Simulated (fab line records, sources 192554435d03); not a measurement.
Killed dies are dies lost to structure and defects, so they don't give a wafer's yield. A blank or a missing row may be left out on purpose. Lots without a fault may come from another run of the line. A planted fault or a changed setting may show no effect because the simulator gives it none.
Chamber matching | flow n5_finfet | N5_SPACER0_ALD_00 on ald_sin-01: 4 sister chambers
The step deposits SiOCN, target thk 3.5 nm, pulse time 3 s, purge time 2 s. 4 wafers are shown with their chamber, then 7 later ones without.

WAFERS WITH THEIR CHAMBER
wafer  | chamber | heater_power_w (W)
L081.2 | 2       | 831
L085.5 | 0       | 865
L087.2 | 3       | 946
L087.3 | 1       | 773

WAFERS WITHOUT THEIR CHAMBER
wafer  | heater_power_w (W)
L087.4 | 839
L089.2 | 860
L089.3 | 858
L089.6 | 928
L095.2 | 758
L095.3 | 939
L095.5 | 768

WHICH CHAMBER EACH WENT THROUGH
wafer  | from the rows above     | in truth
L087.4 | can't be placed: 2 or 0 | 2
L089.2 | 0                       | 0
L089.3 | can't be placed: 0 or 2 | 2
L089.6 | 3                       | 3
L095.2 | 1                       | 1
L095.3 | 3                       | 3
L095.5 | 1                       | 1
Placed correctly: 5 of 7. Can't be placed from these rows: 2 (the true chamber is among the candidates in 2). Placed wrongly: 0.
How it was worked out, from the rows above alone: a wafer's distance from a chamber is the root of the sum, over the readings, of the square of ((its reading less the chamber's mean) divided by the reading's scatter). The wafer belongs to the nearest chamber; if the next one is less than 2 further off, it can't be placed. A chamber's mean is the mean of its shown wafers. The scatter: with one shown wafer a chamber, the root of the mean of the squares of how far each hidden wafer lies from its nearest shown one.
